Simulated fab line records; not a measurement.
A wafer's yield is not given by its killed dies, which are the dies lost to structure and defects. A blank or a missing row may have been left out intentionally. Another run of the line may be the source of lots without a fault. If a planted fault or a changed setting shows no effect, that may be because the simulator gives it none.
Chamber matching || flow n5 finfet || 4 sister chambers for N5_BEOL_M3_DESCUM_16 on rie diel-03
The step chemistry O2, time 7 s. 8 wafers are shown with their chamber, then 9 later ones without.

EACH WAFER AND ITS CHAMBER
{"wafer": "L078.4", "chamber": 3, "drypump motor current A (A)": 5.1, "showerhead plenum p Torr (Torr)": 2.11}
{"wafer": "L080.3", "chamber": 1, "drypump motor current A (A)": 5.2, "showerhead plenum p Torr (Torr)": 2.16}
{"wafer": "L082.2", "chamber": 1, "drypump motor current A (A)": 5.2, "showerhead plenum p Torr (Torr)": 2.15}
{"wafer": "L082.3", "chamber": 0, "drypump motor current A (A)": 5.3, "showerhead plenum p Torr (Torr)": 2.16}
{"wafer": "L082.6", "chamber": 2, "drypump motor current A (A)": 4.8, "showerhead plenum p Torr (Torr)": 2.06}
{"wafer": "L084.1", "chamber": 2, "drypump motor current A (A)": 4.8, "showerhead plenum p Torr (Torr)": 2.06}
{"wafer": "L084.2", "chamber": 0, "drypump motor current A (A)": 5.4, "showerhead plenum p Torr (Torr)": 2.16}
{"wafer": "L084.4", "chamber": 3, "drypump motor current A (A)": 5.1, "showerhead plenum p Torr (Torr)": 2.11}

WAFERS WHOSE CHAMBER IS MISSING
{"wafer": "L085.1", "drypump motor current A (A)": 5.2, "showerhead plenum p Torr (Torr)": 2.15}
{"wafer": "L085.2", "drypump motor current A (A)": 5.3, "showerhead plenum p Torr (Torr)": 2.16}
{"wafer": "L085.4", "drypump motor current A (A)": 5.1, "showerhead plenum p Torr (Torr)": 2.15}
{"wafer": "L094.1", "drypump motor current A (A)": 5.1, "showerhead plenum p Torr (Torr)": 2.15}
{"wafer": "L094.2", "drypump motor current A (A)": 4.8, "showerhead plenum p Torr (Torr)": 2.05}
{"wafer": "L094.3", "drypump motor current A (A)": 5.3, "showerhead plenum p Torr (Torr)": 2.16}
{"wafer": "L097.3", "drypump motor current A (A)": 4.8, "showerhead plenum p Torr (Torr)": 2.05}
{"wafer": "L097.4", "drypump motor current A (A)": 5.2, "showerhead plenum p Torr (Torr)": 2.14}
{"wafer": "L097.6", "drypump motor current A (A)": 5.3, "showerhead plenum p Torr (Torr)": 2.15}

WHICH CHAMBER EACH ONE RAN IN
{"wafer": "L085.1", "from the rows above": 1, "in truth": 1}
{"wafer": "L085.2", "from the rows above": "can't be placed: 0 or 1", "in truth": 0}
{"wafer": "L085.4", "from the rows above": 1, "in truth": 1}
{"wafer": "L094.1", "from the rows above": 1, "in truth": 1}
{"wafer": "L094.2", "from the rows above": 2, "in truth": 2}
{"wafer": "L094.3", "from the rows above": "can't be placed: 0 or 1", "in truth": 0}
{"wafer": "L097.3", "from the rows above": 2, "in truth": 2}
{"wafer": "L097.4", "from the rows above": 1, "in truth": 1}
{"wafer": "L097.6", "from the rows above": "can't be placed: 0 or 1", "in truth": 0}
Correctly placed: 6 of 9. From these rows, 3 cannot be placed; in 3 the true chamber is one of the candidates. 0 placed wrongly.
How it was worked out, from the rows above alone: a wafer's distance from a chamber is the root of the sum, over the readings, of the square of ((its reading less the chamber's mean) divided by the reading's scatter). If the next closest chamber is less than 2 further off than the closest, the wafer can't be placed; otherwise it belongs to the closest. For every chamber, the mean is computed from those of its wafers that are shown. The scatter: the root of (the sum of the squares of (reading less its chamber's mean) over the shown wafers, divided by (wafers less chambers)).
